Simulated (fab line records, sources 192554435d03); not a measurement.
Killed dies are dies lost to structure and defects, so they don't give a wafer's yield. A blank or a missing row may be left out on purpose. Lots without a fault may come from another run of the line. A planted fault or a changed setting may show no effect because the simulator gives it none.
Chamber matching | flow n5_finfet | N5_SPACER0_ALD_07 on ald_sin-03: 4 sister chambers
The step deposits SiNx, target thk 2 nm. 16 wafers are shown with their chamber, then 8 later ones without.

WAFERS WITH THEIR CHAMBER
wafer  | chamber | heater_power_w (W)
L076.1 | 0       | 1016
L076.2 | 3       | 910
L076.3 | 1       | 808
L076.4 | 2       | 734
L076.5 | 1       | 852
L076.6 | 2       | 748
L083.1 | 1       | 845
L083.2 | 2       | 756
L083.3 | 3       | 892
L087.1 | 1       | 846
L087.2 | 0       | 1006
L087.5 | 3       | 858
L088.3 | 3       | 887
L088.4 | 2       | 770
L088.5 | 3       | 869
L089.2 | 2       | 777

SIGNATURES (means of the wafers above)
reading        | chamber 0 | chamber 1 | chamber 2 | chamber 3 | scatter within a chamber
heater_power_w | 1011.00   | 837.75    | 757.00    | 883.20    | 18.5
Rule: a wafer's distance from a chamber is the root of the sum, over the readings, of the square of ((its reading less the chamber's mean) divided by the reading's scatter). The wafer belongs to the nearest chamber; if the next one is less than 2 further off, it can't be placed. The scatter: the root of (the sum of the squares of (reading less its chamber's mean) over the shown wafers, divided by (wafers less chambers)).

WAFERS WITHOUT THEIR CHAMBER
wafer  | heater_power_w (W)
L089.3 | 836
L089.5 | 859
L092.1 | 833
L092.2 | 1058
L092.5 | 873
L097.1 | 869
L097.3 | 1048
L097.6 | 849

WHICH CHAMBER EACH WENT THROUGH
wafer  | from the rows above     | in truth
L089.3 | 1                       | 1
L089.5 | can't be placed: 1 or 3 | 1
L092.1 | 1                       | 1
L092.2 | 0                       | 0
L092.5 | can't be placed: 3 or 1 | 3
L097.1 | can't be placed: 3 or 1 | 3
L097.3 | 0                       | 0
L097.6 | can't be placed: 1 or 3 | 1
Placed correctly: 4 of 8. Can't be placed from these rows: 4 (the true chamber is among the candidates in 4). Placed wrongly: 0.
